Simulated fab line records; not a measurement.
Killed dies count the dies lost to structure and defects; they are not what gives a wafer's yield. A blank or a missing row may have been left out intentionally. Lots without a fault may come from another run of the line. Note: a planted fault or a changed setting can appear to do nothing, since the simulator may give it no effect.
The tool behind it: which one? ; flow n5 finfet ; at 1 step of a route of 1938, 10 lots with 30 wafers sampled

## WHAT EACH GAUGE READ, for each wafer
N5_BEOL_M3_CD_MEAS_35: target cd 18 nm, target cd y 21 nm.
lot;measured;on;cd nm (nm)
L524;day 7 06:35;cd sem-01;18.1 18.4 18.5
L535;day 10 13:44;cd sem-01;17.7 17.9 18.0
L536;day 10 22:22;cd sem-02;18.0 18.5 18.7
L540;day 11 20:49;cd sem-03;17.6 18.0 17.7
L539;day 11 22:34;cd sem-01;18.2 17.8 17.6
L542;day 12 01:56;cd sem-02;18.2 18.1 17.8
L543;day 12 12:36;cd sem-01;18.5 17.9 18.2
L544;day 12 15:54;cd sem-01;17.7 18.3 17.8
L546;day 13 11:14;cd sem-01;17.5 17.5 17.7
L545;day 13 12:45;cd sem-02;17.3 18.2 18.4

## TOOL THAT RAN EACH LOT (tool first, then ch and the chambers of the sampled wafers, then the start)
There is no process step in the record ahead of these readings.

## THE ANSWER, worked out from the rows above alone
Rule: what is usual is taken from the lots themselves. Put in order of their means at a reading, lots are off if they are a third of the lots or fewer, leave a main group of 4 or more, and stand apart from it by a gap of 3 or more times the standard deviation of the main group's means; of several such gaps the widest counts. A main group is skipped when, at the precision printed for the reading in the tables above, its means are all equal. A lot without any number at a reading at which 4 lots or more have one is off too. Where the step has rows for the other lots, those lots are counted as sound.
No lot is off at any reading shown: from this, nothing can be told.

## WHAT THE SIMULATOR PUT IN
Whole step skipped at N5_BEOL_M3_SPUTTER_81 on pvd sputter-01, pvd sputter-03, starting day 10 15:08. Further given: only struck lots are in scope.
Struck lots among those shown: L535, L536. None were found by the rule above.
